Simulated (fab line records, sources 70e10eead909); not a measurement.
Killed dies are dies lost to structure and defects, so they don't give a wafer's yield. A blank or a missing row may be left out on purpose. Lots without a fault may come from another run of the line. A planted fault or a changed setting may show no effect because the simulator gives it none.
fab line records | flow nand_harc | part 2 of 2: steps 26 to 35 of 35
record lots=5 wafers=15 last_day=32
route steps=1302 shown A_STAIRCASE@804
lots that met no fault: from a run of the same line without faults
start_h: hours from the record's first day to the start of the lot's first wafer shown | wait_h: hours since the lot's step before | " the same as in the row above | L1.1+2: a row that stands for several wafers | - no value, or no start given | * or withheld: withheld | < > ~ a bound
route shown NAME@n: a module of which the file shows steps, and the number in the route of the first | usual: mean/standard deviation of fault-free wafers | same: alike in all rows | chamber/n: place in a boat | sites: the reading at each site | _std_site: their standard deviation | _edge_site: outer sites' mean less inner sites' | radius_mm: how far each site lies from the wafer's centre | mask NAME#n: copy n | behind: the tool/chamber that last shaped the wafer | hold: why the lot was held/for how many hours/how that ended | device: the transistor (n, p or np) that didn't switch | end of line: the same wafers' tests at the end of the route | a step without rows: its recipe alone | killed: dies lost to structure and defects at the first sort, not the wafer's yield | map: a wafer's dies, x killed, . not, _ none there
set.NAME: the setting as run; set.NAME@STEP: as run at that earlier step | model.NAME: the simulator's own value behind a step, which no gauge read
lots at some steps of the route; a table a step, a row a wafer
services: from which hour (start_h, from the record's first day; less than 0 if before it) a tool's chamber was out of use, for how many hours, and why
## steps
# step NHARC_A_STAIRCASE_HM_OPEN_463
# recipe o2_flow_sccm=400 cos_flow_sccm=20 ar_flow_sccm=0 rf_w=500 bias_w=300 chemistry=O2/COS
# usual drypump_motor_current_A=5.6/0.35 oes_product_au=0.997/0.013 rf_vpp_V=466.9/2.9 showerhead_plenum_p_Torr=3.11/0.13 throttle_valve_pct=28.331/0.0087
# columns lot.wafer tool chamber start_h wait_h drypump_motor_current_A oes_product_au rf_hours_counter_h rf_vpp_V showerhead_plenum_p_Torr throttle_valve_pct
L075.2 rie_diel-01 0 - - 6.2 0.994 2 463.7 3.00 28.324
L075.6 " 1 " " 5.7 0.993 - 469.3 3.16 28.337
L075.5 " 2 " " 5.7 0.991 - 465.7 3.03 28.349
L079.4 rie_diel-02 2 - - 5.9 1.011 9 464.0 2.97 28.326
L079.3 " 0 " " 5.6 0.995 10 463.2 2.94 28.332
L079.5 " 1 " " 5.4 0.999 - 468.3 3.19 28.320
L088.2 rie_diel-01 1 - - 5.6 0.992 43 467.5 3.14 28.323
L088.6 " 0 " " 6.2 1.000 - 465.1 2.98 28.330
L088.5 " 1 " " 5.6 0.982 - 467.1 3.14 28.334
L090.3 rie_diel-01 3 - - 5.1 0.973 62 468.8 3.17 28.332
L090.2 " 1 " " 5.7 0.980 49 467.2 3.14 28.331
L090.5 " 1 " " 5.7 0.974 - 465.8 3.14 28.337
L095.1 rie_diel-13 1 - - 6.2 0.992 26 471.0 3.27 28.336
L095.4 " 2 " " 5.5 0.996 27 470.8 3.27 28.335
L095.5 " 1 " " 6.2 1.002 - 470.6 3.27 28.336
# step NHARC_A_STAIRCASE_STRIP_464
# recipe o2_flow_sccm=400 cos_flow_sccm=20 ar_flow_sccm=0 bias_w=0 chemistry=O2/COS
# columns lot.wafer tool chamber start_h wait_h
L075.2+5+6 rie_diel-01 1,2,3 - -
L079.3+4+5 rie_diel-02 1,0,2 - -
L088.2+5+6 rie_diel-01 1,1,2 - -
L090.3+2+5 rie_diel-01 1,0,1 - -
L095.1+4+5 rie_diel-13 2,3,2 - -
# step NHARC_A_STAIRCASE_ETCH_453
# recipe target_depth_a=300 overetch_a=30 time_s=16.5 ion_energy_ev=100 cf4_flow_sccm=80 o2_flow_sccm=20 ar_flow_sccm=0 rf_w=300 bias_w=100 chemistry=CF4/O2
# usual drypump_motor_current_A=5.6/0.37 oes_product_au=0.998/0.012 rf_vpp_V=197.7/1.6 showerhead_plenum_p_Torr=1.33/0.058 throttle_valve_pct=13.397/0.0092
# columns lot.wafer tool chamber start_h wait_h drypump_motor_current_A oes_product_au rf_hours_counter_h rf_vpp_V showerhead_plenum_p_Torr throttle_valve_pct
L075.2 rie_diel-01 3 - - 5.1 0.977 5 199.6 1.37 13.406
L075.6 " 2 " " 5.7 0.993 - 196.6 1.29 13.394
L075.5 " 3 " " 5.2 0.978 - 197.8 1.37 13.408
L079.4 rie_diel-02 0 - - 5.6 0.994 10 197.9 1.26 13.393
L079.3 " 1 " " 5.4 1.000 10 199.7 1.36 13.404
L079.5 " 3 " " 5.2 0.986 - 200.4 1.42 13.401
L088.2 rie_diel-01 2 - - 5.7 1.009 54 196.3 1.28 13.398
L088.6 " 1 " " 5.6 0.993 - 197.0 1.34 13.412
L088.5 " 2 " " 5.7 0.992 - 198.4 1.28 13.392
L090.3 rie_diel-01 1 - - 5.7 0.989 49 200.0 1.34 13.414
L090.2 " 0 " " 6.2 0.992 53 196.9 1.27 13.396
L090.5 " 1 " " 5.7 0.999 - 197.4 1.34 13.403
L095.1 rie_diel-13 1 - - 6.1 1.009 26 200.0 1.40 13.399
L095.4 " 2 " " 5.5 0.989 27 197.9 1.40 13.379
L095.5 " 1 " " 6.1 0.990 - 198.5 1.40 13.390
# step NHARC_A_STAIRCASE_ETCH_315
# recipe target_depth_a=25000 time_s=607.1 ion_energy_ev=800 c4f8_flow_sccm=80 o2_flow_sccm=60 ar_flow_sccm=withheld rf_w=600 bias_w=3000 chemistry=C4F8/O2/Ar
# usual oes_product_au=0.927/0.012 rf_vpp_V=1825/11
# columns lot.wafer tool chamber start_h wait_h oes_product_au rf_hours_counter_h rf_vpp_V
L075.2 rie_diel-01 0 - - 0.925 3 1817
L075.5 " 2 " " 0.920 - 1819
L075.6 " 3 " " 0.902 - 1835
L079.3 rie_diel-02 1 - - 0.933 11 1832
L079.4 " 2 " " 0.938 9 1815
L079.5 " 1 " " 0.936 - 1833
L088.2 rie_diel-01 2 - - 0.931 54 1816
L088.5 " 3 " " 0.909 - 1831
L088.6 " 0 " " 0.923 - 1815
L090.3 rie_diel-01 1 - - 0.916 49 1827
L090.2 " 3 " " 0.912 62 1831
L090.5 " 1 " " 0.917 - 1829
L095.4 rie_diel-13 1 - - 0.926 26 1839
L095.1 " 0 " " 0.921 23 1807
L095.5 " 2 " " 0.925 - 1839
# step NHARC_A_STAIRCASE_STRIP_316
# recipe o2_flow_sccm=500 ar_flow_sccm=0 bias_w=0 chemistry=O2
# usual drypump_motor_current_A=5.7/0.37 oes_product_au=0.997/0.013 rf_vpp_V=57.7/0.8 showerhead_plenum_p_Torr=3.51/0.15 throttle_valve_pct=17.035/0.0082
# columns lot.wafer tool chamber start_h wait_h drypump_motor_current_A oes_product_au rf_hours_counter_h rf_vpp_V showerhead_plenum_p_Torr throttle_valve_pct
L075.2 rie_diel-01 0 - - 6.2 0.991 3 57.6 3.39 17.039
L075.6 " 3 " " 5.2 0.966 - 58.0 3.62 17.045
L075.5 " 0 " " 6.2 0.998 - 58.6 3.39 17.041
L079.3 rie_diel-02 2 - - 6.0 1.015 9 56.1 3.36 17.039
L079.4 " 1 " " 5.4 1.000 11 59.2 3.60 17.026
L079.5 " 2 " " 5.9 1.015 - 58.0 3.36 17.035
L088.2 rie_diel-01 0 - - 6.2 0.981 48 56.1 3.37 17.038
L088.6 " 1 " " 5.6 0.983 - 57.3 3.55 17.029
L088.5 " 2 " " 5.7 0.991 - 57.3 3.40 17.036
L090.3 rie_diel-01 0 - - 6.2 0.985 54 57.3 3.36 17.042
L090.2 " 1 " " 5.6 0.983 50 57.8 3.55 17.040
L090.5 " 0 " " 6.2 0.993 - 58.0 3.36 17.034
L095.1 rie_diel-13 1 - - 6.2 1.008 26 58.5 3.70 17.031
L095.4 " 0 " " 6.3 0.998 23 57.5 3.28 17.048
L095.5 " 1 " " 6.2 1.004 - 58.0 3.70 17.038
# step NHARC_A_STAIRCASE_STRIP_317
# recipe time_s=900 temp_c=130 chemistry=SPM
# columns lot.wafer tool chamber start_h wait_h
L075.6+2+5 wet_bench-05 1,2,3 396.62 -
L079.5+4+3 wet_bench-01 6,0,1 439.00 -
L088.6+2+5 wet_bench-01 4,6,7 526.84 -
L090.3+2+5 wet_bench-05 5,7,2 543.54 -
L095.4+1+5 wet_bench-05 0,1,5 600.64 -
# step NHARC_A_STAIRCASE_PRECLEAN_318
# recipe time_s=* temp_c=50 bath_age_min=0 chemistry=SC1
# columns lot.wafer tool chamber start_h wait_h
L075.6+2+5 wet_bench-05 1,2,3 - -
L079.5+4+3 wet_bench-01 6,0,1 - -
L088.6+2+5 wet_bench-01 4,6,7 - -
L090.3+2+5 wet_bench-05 5,7,2 - -
L095.4+1+5 wet_bench-05 0,1,5 - -
# step NHARC_A_STAIRCASE_SRD_329
# columns lot.wafer tool chamber start_h wait_h
L075.6+2+5 wet_bench-05 1,2,3 - -
L079.5+4+3 wet_bench-01 6,0,1 - -
L088.6+2+5 wet_bench-01 4,6,7 - -
L090.3+2+5 wet_bench-05 5,7,2 - -
L095.4+1+5 wet_bench-05 0,1,5 - -
# step NHARC_A_STAIRCASE_ALD_415
# recipe target_thk_a=300 pulse_time_s=6 ald_cycles=300 temp_c=300 material=SiO2
# usual heater_power_w=471/46 precursor_pulse_height_rel=1.000/0.021
# columns lot.wafer tool chamber start_h wait_h heater_power_w precursor_pulse_height_rel
L075.2 ald_hk-01 1 397.12 0.1 519 0.994
L075.5 " 1 " " 507 1.004
L075.6 " 2 " " 376 0.982
L079.3 ald_hk-02 2 439.51 0.1 487 0.992
L079.4 " 3 " " 547 0.965
L079.5 " 3 " " 537 0.999
L088.2 ald_hk-04 3 527.60 0.3 405 1.009
L088.5 " 2 " " 496 1.009
L088.6 " 3 " " 409 0.997
L090.2 ald_hk-01 2 544.06 0.1 397 1.013
L090.3 " 3 " " 447 0.988
L090.5 " 3 " " 440 1.002
L095.4 ald_hk-04 3 601.63 0.5 409 1.004
L095.1 " 0 " " 495 1.014
L095.5 " 3 603.48 2.4 413 0.998
# step NHARC_A_STAIRCASE_ETCHBACK_416
# recipe target_depth_a=360 time_s=7.2 c4f8_flow_sccm=withheld o2_flow_sccm=8 ar_flow_sccm=withheld rf_w=600 bias_w=800 chemistry=C4F8/O2/Ar
# usual oes_product_au=0.935/0.028 rf_vpp_V=723/4.9
# columns lot.wafer tool chamber start_h wait_h oes_product_au rf_hours_counter_h rf_vpp_V
L075.2 rie_diel-01 1 - - 0.913 5 726
L075.6 " 3 " " 0.901 - 725
L075.5 " 0 " " 0.925 - 719
L079.3 rie_diel-02 1 - - 0.933 11 726
L079.4 " 3 " " 0.924 9 730
L079.5 " 2 " " 0.939 - 719
L088.2 rie_diel-02 0 - - 0.914 38 716
L088.5 " 2 " " 0.921 - 718
L088.6 " 3 " " 0.915 - 729
L090.3 rie_diel-13 2 - - 1.002 6 728
L090.2 " 1 " " 1.021 7 727
L090.5 " 3 " " 1.016 - 728
L095.1 rie_diel-02 3 604.68 2.1 0.901 3 729
L095.5 " 1 " " 0.939 - 725
L095.4 " 2 " " 0.918 - 717
## services
# columns tool chamber start_h hours kind
wet_bench-06 - 369.60 8.0 pm
rie_diel-13 1 378.30 5.1 repair
rie_diel-01 - 380.90 9.0 pm
rie_diel-13 3 391.08 21.6 repair
rie_diel-02 - 393.92 9.0 pm
litho_track-02 - 402.00 7.0 pm
pecvd-02 - 408.33 13.0 pm
litho_track-07 - 426.00 7.0 pm
rie_diel-01 1 431.94 13.4 repair
wet_bench-05 - 436.80 8.0 pm
wet_bench-01 - 453.60 8.0 pm
pecvd-02 - 453.86 0.6 repair
litho_track-05 - 474.00 7.0 pm
rie_diel-13 1 492.24 6.6 repair
wet_bench-06 - 494.52 6.9 repair
rie_diel-13 0 495.00 16.7 repair
rie_diel-13 - 519.06 9.0 pm
wet_bench-06 - 545.60 8.0 pm
rie_diel-01 - 557.90 9.0 pm
rie_diel-02 - 573.51 9.0 pm
litho_track-02 - 577.00 7.0 pm
rie_diel-02 0 596.15 36.8 repair
litho_track-07 - 601.00 7.0 pm
rie_diel-01 - 602.36 3.7 repair
